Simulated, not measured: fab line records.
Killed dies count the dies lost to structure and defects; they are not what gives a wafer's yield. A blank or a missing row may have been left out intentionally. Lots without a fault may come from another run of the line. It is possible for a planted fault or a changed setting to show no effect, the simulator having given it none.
Chamber matching || flow nandHarc || rieDiel-09 running NHARC_P_GATE_DESCUM_61: 4 sister chambers
The step chemistry O2, time 3 s. 4 wafers are shown with their chamber, then 7 later ones without.

WAFERS, EACH WITH ITS CHAMBER
{"wafer": "L414.6", "chamber": 0, "drypumpMotorCurrentA (A)": 5.4}
{"wafer": "L418.6", "chamber": 2, "drypumpMotorCurrentA (A)": 6.1}
{"wafer": "L419.2", "chamber": 1, "drypumpMotorCurrentA (A)": 6.0}
{"wafer": "L419.3", "chamber": 3, "drypumpMotorCurrentA (A)": 6.3}

WAFERS WITHOUT THEIR CHAMBER
{"wafer": "L419.5", "drypumpMotorCurrentA (A)": 6.3}
{"wafer": "L421.1", "drypumpMotorCurrentA (A)": 5.4}
{"wafer": "L421.4", "drypumpMotorCurrentA (A)": 6.0}
{"wafer": "L421.6", "drypumpMotorCurrentA (A)": 5.4}
{"wafer": "L420.1", "drypumpMotorCurrentA (A)": 6.1}
{"wafer": "L420.2", "drypumpMotorCurrentA (A)": 5.5}
{"wafer": "L420.4", "drypumpMotorCurrentA (A)": 6.3}

THE CHAMBER EACH PASSED THROUGH
{"wafer": "L419.5", "from the rows above": 3, "in truth": 3}
{"wafer": "L421.1", "from the rows above": 0, "in truth": 0}
{"wafer": "L421.4", "from the rows above": 1, "in truth": 1}
{"wafer": "L421.6", "from the rows above": 0, "in truth": 0}
{"wafer": "L420.1", "from the rows above": 2, "in truth": 2}
{"wafer": "L420.2", "from the rows above": 0, "in truth": 0}
{"wafer": "L420.4", "from the rows above": 3, "in truth": 3}
Correct placement for 7 of the 7. From these rows, 0 cannot be placed. Number placed wrongly: 0.
How it was worked out, from the rows above alone: a wafer's distance from a chamber is the root of the sum, over the readings, of the square of ((its reading less the chamber's mean) divided by the reading's scatter). If the next closest chamber is less than 2 further off than the closest, the wafer can't be placed; otherwise it belongs to the closest. Each chamber's mean is taken over the wafers shown for it. The scatter: root of mean squared gap, hidden wafer to nearest shown wafer, with one shown wafer a chamber.
